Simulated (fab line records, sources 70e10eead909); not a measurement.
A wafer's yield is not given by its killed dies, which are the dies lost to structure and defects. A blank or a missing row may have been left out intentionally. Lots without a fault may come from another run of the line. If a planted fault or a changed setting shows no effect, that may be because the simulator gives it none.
Matching of chambers / flow nand harc / NHARC_A_CHANNEL_FILL_D2_STRIP_28 on rie diel-10 has 4 sister chambers
The step strips in O2, time 20 s. 8 wafers are shown with their chamber, then 7 later ones without.

## WAFERS, EACH WITH ITS CHAMBER
wafer=L076.3; chamber=2; rf vpp V (V)=57.9; o2 flow sccm (sccm)=500.7
wafer=L076.5; chamber=2; rf vpp V (V)=59.0; o2 flow sccm (sccm)=499.4
wafer=L077.3; chamber=3; rf vpp V (V)=58.2; o2 flow sccm (sccm)=501.3
wafer=L082.1; chamber=1; rf vpp V (V)=58.4; o2 flow sccm (sccm)=499.3
wafer=L082.3; chamber=0; rf vpp V (V)=59.6; o2 flow sccm (sccm)=497.2
wafer=L082.6; chamber=0; rf vpp V (V)=57.3; o2 flow sccm (sccm)=500.1
wafer=L085.1; chamber=3; rf vpp V (V)=57.8; o2 flow sccm (sccm)=499.5
wafer=L085.3; chamber=1; rf vpp V (V)=57.6; o2 flow sccm (sccm)=498.2

## WAFERS WITHOUT THEIR CHAMBER
wafer=L085.6; rf vpp V (V)=57.5; o2 flow sccm (sccm)=499.7
wafer=L084.2; rf vpp V (V)=58.2; o2 flow sccm (sccm)=500.7
wafer=L084.5; rf vpp V (V)=56.9; o2 flow sccm (sccm)=499.7
wafer=L084.6; rf vpp V (V)=59.2; o2 flow sccm (sccm)=500.5
wafer=L093.1; rf vpp V (V)=55.9; o2 flow sccm (sccm)=499.3
wafer=L093.2; rf vpp V (V)=56.2; o2 flow sccm (sccm)=501.2
wafer=L093.5; rf vpp V (V)=57.2; o2 flow sccm (sccm)=499.9

## WHICH CHAMBER EACH WENT THROUGH
wafer=L085.6; from the rows above=can't be placed: 3 or 1 or 2 or 0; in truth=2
wafer=L084.2; from the rows above=can't be placed: 3 or 2 or 1 or 0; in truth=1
wafer=L084.5; from the rows above=can't be placed: 3 or 1 or 2 or 0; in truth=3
wafer=L084.6; from the rows above=can't be placed: 2 or 3 or 0 or 1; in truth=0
wafer=L093.1; from the rows above=can't be placed: 1 or 3 or 0 or 2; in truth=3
wafer=L093.2; from the rows above=can't be placed: 3 or 2 or 1 or 0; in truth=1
wafer=L093.5; from the rows above=can't be placed: 3 or 1 or 2 or 0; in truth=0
0 of 7 placed correctly. Not placeable from these rows: 7 (in 7, the candidates include the true chamber). Wrongly placed: 0.
How it was worked out, from the rows above alone: a wafer's distance from a chamber is the root of the sum, over the readings, of the square of ((its reading less the chamber's mean) divided by the reading's scatter). The wafer belongs to the nearest chamber; if the next one is less than 2 further off, it can't be placed. Each chamber's mean is taken over the wafers shown for it. How the scatter is found: for the shown wafers, subtract from each reading the mean of its chamber, square and add these, divide the total by (wafers less chambers), then take the root.
